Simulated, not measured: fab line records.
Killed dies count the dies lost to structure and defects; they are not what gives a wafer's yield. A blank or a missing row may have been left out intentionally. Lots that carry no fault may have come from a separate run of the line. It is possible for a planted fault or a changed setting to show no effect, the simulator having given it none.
A lot that was struck, set against a sound lot :: flow n5-finfet :: 37 steps out of a route of 1938
Sound: these wafers, L214.1, L214.4, L214.5. Struck: wafers L206.1, L206.6. (L206.5 of the same lot was not struck and is left out.) The cause comes at the end.
Per side, at each step with rows, come the tool, then ch with its chambers, and then its first start. Under that, the readings that differ: sound wafers :: struck wafers :: difference of the means :: sigmas: that difference in standard deviations of wafers without a fault.
alike: readings whose means differ by less than 2 such deviations, and words and numbers that are the same on both sides. not compared: withheld readings, readings that some wafer has no value for, bounds like >300 that may hide the same value, and numbers for which the record gives no deviation and whose values overlap.
The two part at a step that has a row with sigmas, a row that says differs or no value, or rows on one side only. Non-overlapping numbers with no deviation appear without sigmas and do not part them. A reading that every wafer of one side lacks parts them only if that side has two wafers or more.

first, 9 steps without rows for these wafers: N5_PMOS_HMC_CHANNEL_EPI_EXPOSE_06 (exposes mask PMOS HMC BLK, target cd 240 nm); N5_PMOS_HMC_CHANNEL_EPI_PEB_07 (peb time 60 s); N5_PMOS_HMC_CHANNEL_EPI_DEVELOP_08 (develop time 30 s); N5_PMOS_HMC_CHANNEL_EPI_DESCUM_14 (chemistry O2, time 7.9 s); N5_PMOS_HMC_CHANNEL_EPI_ETCH_32 (etches BARC in N2/H2, stops on SiO2, target depth 85.8 nm, time 50.3 s); N5_PMOS_HMC_CHANNEL_EPI_HM_OPEN_15 (chemistry CHF3/O2, target SiO2, target depth 40.6 nm, time 20.3 s); N5_PMOS_HMC_CHANNEL_EPI_STRIP_33 (strips in N2/H2); N5_PMOS_HMC_CHANNEL_EPI_STRIP_17 (strips in SPM, time 750 s); N5_PMOS_HMC_CHANNEL_EPI_ETCH_38 (etches SiO2 in CF4, target depth 1.5 nm).
N5_PMOS_HMC_CHANNEL_EPI_FIN_RECESS_16: chemistry HBr/Cl2, target Si, target depth 54 nm, time 18 s.
  sound on rie-si-04 ch 0,1, day 7 05:44; struck on rie-si-03 ch 1,2, day 5 06:34
reading: model.PMOS_HMC_CHANNEL_EPI.feature-depth-nm (nm)
sound: 55.07 53.4 53.82
struck: 45.45 47.27
difference: -7.74
sigmas: 

reading: model.etch.depth-nm (nm)
sound: 55.07 53.4 53.82
struck: 45.45 47.27
difference: -7.74
sigmas: 
  alike: drypump-motor-current-A, oes-product-au, throttle-valve-pct
  not compared: rf-hours-counter-h
then, 7 steps without rows for these wafers: N5_PMOS_HMC_CHANNEL_EPI_PRECLEAN_36 (cleans in O3/DIW, time 45 s); N5_PMOS_HMC_CHANNEL_EPI_PRECLEAN_18 (cleans in DHF, time 30 s); N5_PMOS_HMC_CHANNEL_EPI_SRD_19 (time 30 s); N5_PMOS_HMC_CHANNEL_EPI_EPI_20 (deposits SiGe30, target thk 59 nm); N5_PMOS_HMC_CHANNEL_EPI_HM_STRIP_35 (strips SiO2 in dHF, material SiO2, target depth 39.6 nm, time 216 s); N5_PMOS_HMC_CHANNEL_EPI_SRD_39 (time 30 s); N5_PMOS_HMC_CHANNEL_EPI_CMP_21 (polishes SiGe30, target thk 54 nm).
N5_PMOS_HMC_CHANNEL_EPI_THK_MEAS_22:
  sound on film-metro-02, day 7 08:29; struck on film-metro-01, day 5 08:23
reading: HMC_CMP_THK (nm)
sound: 55.1 53.4 53.8
struck: 45.4 47.3
difference: -7.8
sigmas: -9
then, 17 steps without rows for these wafers: N5_PMOS_HMC_CHANNEL_EPI_PRECLEAN_40 (cleans in DHF, time 30 s); N5_PMOS_HMC_CHANNEL_EPI_PRECLEAN_37 (cleans in O3/DIW, time 45 s); N5_PMOS_HMC_CHANNEL_EPI_PRECLEAN_24 (cleans in DHF, time 30 s); N5_PMOS_HMC_CHANNEL_EPI_SRD_25 (time 30 s); N5_PMOS_HMC_CHANNEL_EPI_EPI_26 (deposits Si from SiH4/H2, target thk 3.8 nm, time 22.7 s); N5_FIN_SAQP_PRECLEAN_42 (cleans in O3/DIW, time 60 s); N5_FIN_SAQP_PRECLEAN_00 (cleans in SC1, time 60 s); N5_FIN_SAQP_PRECLEAN_44 (cleans in SC2, time 45 s); N5_FIN_SAQP_SRD_01 (time 30 s); N5_FIN_SAQP_ALD_61 (deposits SiO2, target thk 4 nm, pulse time 1 s, purge time 2 s); N5_FIN_SAQP_DENSIFY_62 (time 60 s); N5_FIN_SAQP_HM_DEP_03 (deposits SiNx from SiH4/NH3/N2, target thk 38 nm, time 33.6 s); N5_FIN_SAQP_PECVD_47 (deposits a-Si from SiH4/He, target thk 45 nm, time 36.3 s); N5_FIN_SAQP_PECVD_48 (deposits SiNx from SiH4/NH3/N2, target thk 25 nm, time 22.1 s); N5_FIN_SAQP_PECVD_06 (deposits a-Si from SiH4/He, target thk 60 nm, time 48.1 s); N5_FIN_SAQP_HM_DEP_72 (deposits SiO2 from SiH4/N2O, target thk 12 nm, time 7.2 s); N5_FIN_SAQP_COAT_49 (time 60 s, resist thk 100 nm).
-- record jumps: 7 days separate the struck wafers' starts on either side; left off in module FIN_SAQP, taken up again in module BEOL_M4, whose first shown step is the route's number 1111 --
N5_BEOL_M4_RC_MEAS_101:
  sound on prober-02 ch 0, day 14 07:40; struck on prober-02 ch 0, day 12 15:35
reading: CJ_P
sound: 5.61 5.97 5.96
struck: 6.52 6.45
difference: +0.64
sigmas: +3

reading: ION_P (uA/um)
sound: 472 464 478
struck: 451 450
difference: -21
sigmas: -3
  alike: DIBL_N, DIBL_P, IOFF_N, IOFF_P, ION_N, SS_N, SS_P, VT_N, VT_P
after that, 1 step had no rows for these wafers: N5_PASSIVATION_PROBE_49.

WHERE THEY PART
First at N5_PMOS_HMC_CHANNEL_EPI_THK_MEAS_22; last, within this record, at N5_BEOL_M4_RC_MEAS_101.

WHY: what the simulator had put in
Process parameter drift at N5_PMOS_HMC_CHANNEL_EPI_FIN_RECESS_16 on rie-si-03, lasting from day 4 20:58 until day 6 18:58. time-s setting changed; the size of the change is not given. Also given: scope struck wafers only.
